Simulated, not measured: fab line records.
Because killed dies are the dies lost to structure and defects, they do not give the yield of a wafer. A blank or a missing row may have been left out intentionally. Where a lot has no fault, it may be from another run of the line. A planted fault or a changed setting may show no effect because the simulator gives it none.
Matching of chambers | flow n5_finfet | rie_si-05 running N5_DUMMY_GATE_ETCH_44: 4 sister chambers
The step etches poly-Si in HBr/O2, stops on SiO2, target depth 127.5 nm. 14 wafers are shown with their chamber, then 7 later ones without.

## WAFERS, EACH WITH ITS CHAMBER
wafer  | chamber | throttle_valve_pct (%) | oes_product_au (a.u.) | he_backside_leak_sccm (sccm)
L075.1 | 0       | 18.37                  | 0.736                 | 2.6
L075.5 | 1       | 18.11                  | 0.723                 | 2.7
L075.6 | 2       | 18.16                  | 0.717                 | 2.6
L076.1 | 2       | 18.16                  | 0.726                 | 2.7
L076.3 | 3       | 18.20                  | 0.716                 | 3.0
L076.4 | 1       | 18.11                  | 0.724                 | 2.7
L078.3 | 2       | 18.16                  | 0.732                 | 2.7
L078.4 | 0       | 18.35                  | 0.730                 | 2.8
L078.6 | 3       | 18.20                  | 0.716                 | 2.9
L079.2 | 2       | 18.15                  | 0.718                 | 2.7
L079.3 | 1       | 18.12                  | 0.725                 | 2.9
L079.4 | 3       | 18.19                  | 0.724                 | 3.1
L080.1 | 0       | 18.36                  | 0.738                 | 2.9
L080.3 | 2       | 18.17                  | 0.719                 | 2.5

SIGNATURES (means of the wafers above)
reading               | chamber 0 | chamber 1 | chamber 2 | chamber 3 | scatter within a chamber
throttle_valve_pct    | 18.3600   | 18.1133   | 18.1600   | 18.1967   | 0.0073
oes_product_au        | 0.73467   | 0.72400   | 0.72240   | 0.71867   | 0.00495
he_backside_leak_sccm | 2.767     | 2.767     | 2.640     | 3.000     | 0.112
Rule: for a wafer and a chamber, the distance is found by dividing, reading by reading, the gap between the wafer's reading and the chamber's mean by the reading's scatter, squaring, summing and taking the root. If the next closest chamber is less than 2 further off than the closest, the wafer can't be placed; otherwise it belongs to the closest. How the scatter is found: for the shown wafers, subtract from each reading the mean of its chamber, square and add these, divide the total by (wafers less chambers), then take the root.

## WAFERS WITHOUT THEIR CHAMBER
wafer  | throttle_valve_pct (%) | oes_product_au (a.u.) | he_backside_leak_sccm (sccm)
L080.5 | 18.36                  | 0.732                 | 2.9
L083.2 | 18.19                  | 0.720                 | 2.8
L083.5 | 18.19                  | 0.710                 | 3.0
L083.6 | 18.17                  | 0.714                 | 2.8
L089.1 | 18.12                  | 0.737                 | 2.9
L089.2 | 18.20                  | 0.727                 | 3.1
L089.4 | 18.16                  | 0.724                 | 2.7

## THE CHAMBER EACH PASSED THROUGH
wafer  | from the rows above     | in truth
L080.5 | 0                       | 0
L083.2 | 3                       | 3
L083.5 | 3                       | 3
L083.6 | can't be placed: 2 or 3 | 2
L089.1 | 1                       | 1
L089.2 | 3                       | 3
L089.4 | 2                       | 2
Correctly placed: 6 of 7. Not placeable from these rows: 1 (in 1, the candidates include the true chamber). 0 placed wrongly.
